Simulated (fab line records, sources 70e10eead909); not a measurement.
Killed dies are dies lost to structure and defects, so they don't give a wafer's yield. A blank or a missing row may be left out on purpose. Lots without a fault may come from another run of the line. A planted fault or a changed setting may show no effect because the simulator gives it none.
Which tool did it? | flow nand_harc | 24 lots, 72 wafers sampled, at 2 steps of a route of 1159

WHAT THE GAUGES READ, wafer by wafer
NHARC_A_SGD_CUT_CD_MEAS_09: target cd 100 nm. Usual: cd_nm 99.9 nm, standard deviation 0.44.
lot  | measured     | on        | cd_nm (nm)        | flag
L074 | day 13 16:41 | cd_sem-02 | 100.1 100.5 99.7  |
L077 | day 14 07:55 | cd_sem-03 | 99.9 100.2 100.0  |
L076 | day 14 08:05 | cd_sem-03 | 100.3 100.3 99.5  |
L075 | day 14 09:40 | cd_sem-03 | 100.4 100.1 100.2 |
L078 | day 14 09:58 | cd_sem-02 | 99.1 99.7 99.3    |
L080 | day 14 21:37 | cd_sem-02 | 99.8 99.9 99.8    |
L079 | day 14 21:55 | cd_sem-02 | 99.7 99.6 99.8    |
L081 | day 15 13:04 | cd_sem-03 | 100.8 100.2 99.8  |
L082 | day 15 13:31 | cd_sem-02 | 99.6 99.1 99.5    |
L084 | day 16 04:46 | cd_sem-01 | 99.7 99.4 99.9    |
L083 | day 16 07:05 | cd_sem-01 | 99.8 99.9 99.2    |
L086 | day 17 00:56 | cd_sem-01 | 100.0 100.8 100.5 |
L087 | day 17 01:06 | cd_sem-02 | 100.2 100.6 100.3 |
L088 | day 17 09:06 | cd_sem-01 | 99.7 99.8 99.8    |
L089 | day 17 09:34 | cd_sem-03 | 99.9 100.3 100.1  |
L085 | day 17 09:43 | cd_sem-03 | 99.8 101.3 100.9  |
L092 | day 17 20:35 | cd_sem-03 | 100.7 99.9 100.6  |
L090 | day 17 20:52 | cd_sem-02 | 99.3 100.0 100.2  |
L091 | day 17 21:02 | cd_sem-03 | 100.0 99.3 100.0  |
L093 | day 18 08:35 | cd_sem-01 | 99.2 99.6 99.8    |
L094 | day 18 22:12 | cd_sem-01 | 99.7 100.1 100.2  |
L095 | day 18 22:35 | cd_sem-03 | 99.0 100.0 99.7   |
L097 | day 19 11:21 | cd_sem-02 | 99.8 99.6 100.0   |
L096 | day 19 19:47 | cd_sem-02 | 99.5 100.0 99.8   |

NHARC_A_SGD_CUT_OVL_MEAS_10. Usual: overlay_x_nm -0.1 nm, standard deviation 1; overlay_y_nm -0.1 nm, standard deviation 0.77.
lot  | measured     | on         | overlay_x_nm (nm) | overlay_y_nm (nm) | flag
L074 | day 13 16:46 | overlay-02 | 0.0 0.1 0.0       | -0.3 0.1 -0.7     |
L077 | day 14 08:00 | overlay-02 | -0.3 -1.0 -0.7    | -0.2 -0.4 0.0     |
L076 | day 14 08:10 | overlay-02 | 1.7 2.2 2.4       | -1.7 -1.2 -1.0    |
L075 | day 14 09:45 | overlay-01 | 0.3 0.7 0.1       | 0.0 -0.5 0.3      |
L078 | day 14 10:03 | overlay-01 | -0.9 -1.1 -0.5    | 0.3 -0.2 -0.1     |
L080 | day 14 21:43 | overlay-02 | 1.3 0.9 0.8       | 1.2 1.6 0.7       |
L079 | day 14 22:00 | overlay-02 | 0.9 0.9 1.0       | 0.5 0.9 0.9       |
L081 | day 15 13:09 | overlay-01 | 1.2 1.1 1.1       | 0.4 -0.2 -0.2     |
L082 | day 15 13:37 | overlay-02 | -0.5 -0.5 -0.6    | -0.3 -1.0 0.3     |
L084 | day 16 04:52 | overlay-01 | -1.5 -0.8 -0.8    | -1.2 -1.0 -1.0    |
L083 | day 16 07:10 | overlay-01 | 1.0 1.3 1.1       | 0.7 0.4 1.1       |
L086 | day 17 01:02 | overlay-02 | -0.9 -0.9 -0.9    | -0.2 0.1 -0.4     |
L087 | day 17 01:11 | overlay-01 | 0.5 1.0 1.1       | 0.3 -0.8 -0.6     |
L088 | day 17 09:11 | overlay-01 | 0.7 1.4 0.3       | 0.0 0.5 0.0       |
L089 | day 17 09:38 | overlay-02 | -2.8 -2.3 -1.6    | 0.7 0.0 0.9       |
L085 | day 17 09:48 | overlay-01 | 0.4 0.1 0.5       | 0.6 0.3 1.1       |
L092 | day 17 20:40 | overlay-01 | 0.5 0.4 0.1       | -1.5 -2.1 -2.0    |
L090 | day 17 20:58 | overlay-02 | -0.4 -0.1 -0.2    | -0.4 -0.7 -0.4    |
L091 | day 17 21:08 | overlay-02 | -1.3 -0.9 -1.0    | -0.7 -0.5 -1.3    |
L093 | day 18 08:41 | overlay-01 | -0.6 -0.2 0.0     | 0.9 0.8 0.7       |
L094 | day 18 22:17 | overlay-01 | -0.2 0.3 -0.3     | -0.2 -0.3 0.6     |
L095 | day 18 22:40 | overlay-01 | -1.7 -1.3 -1.1    | -0.4 -0.2 -0.7    |
L097 | day 19 11:26 | overlay-01 | -1.1 -0.6 -0.5    | 0.3 0.0 0.1       |
L096 | day 19 19:52 | overlay-01 | -0.4 -0.7 -1.2    | -0.5 -0.5 -0.2    |

WHICH TOOL RAN EACH LOT (tool, then ch and the chambers of the sampled wafers, then the start)
The record holds no process step before these readings.

WHAT THE TOOLS THEMSELVES READ (means of the sampled wafers that have a number; where no wafer has one, the mark that the record gives instead)
The record holds no such reading with a usual standard deviation.

THE ANSWER, worked out from the rows above alone
Rule: a lot is off if the mean of its wafers that have a number lies more than 3 standard deviations from the usual mean. A lot without any number at a reading at which 4 lots or more have one is off too. The other lots that the step has rows for count as sound. The gauges are gone through in route order, then the tools' own readings, and for those a lot's mean is taken as printed above. The first step at which some lot is off is used, and at that step the reading that is off furthest; a lot without a number counts as furthest.
No lot is off at any reading shown: from this, nothing can be told.

WHAT THE SIMULATOR HAD PUT IN
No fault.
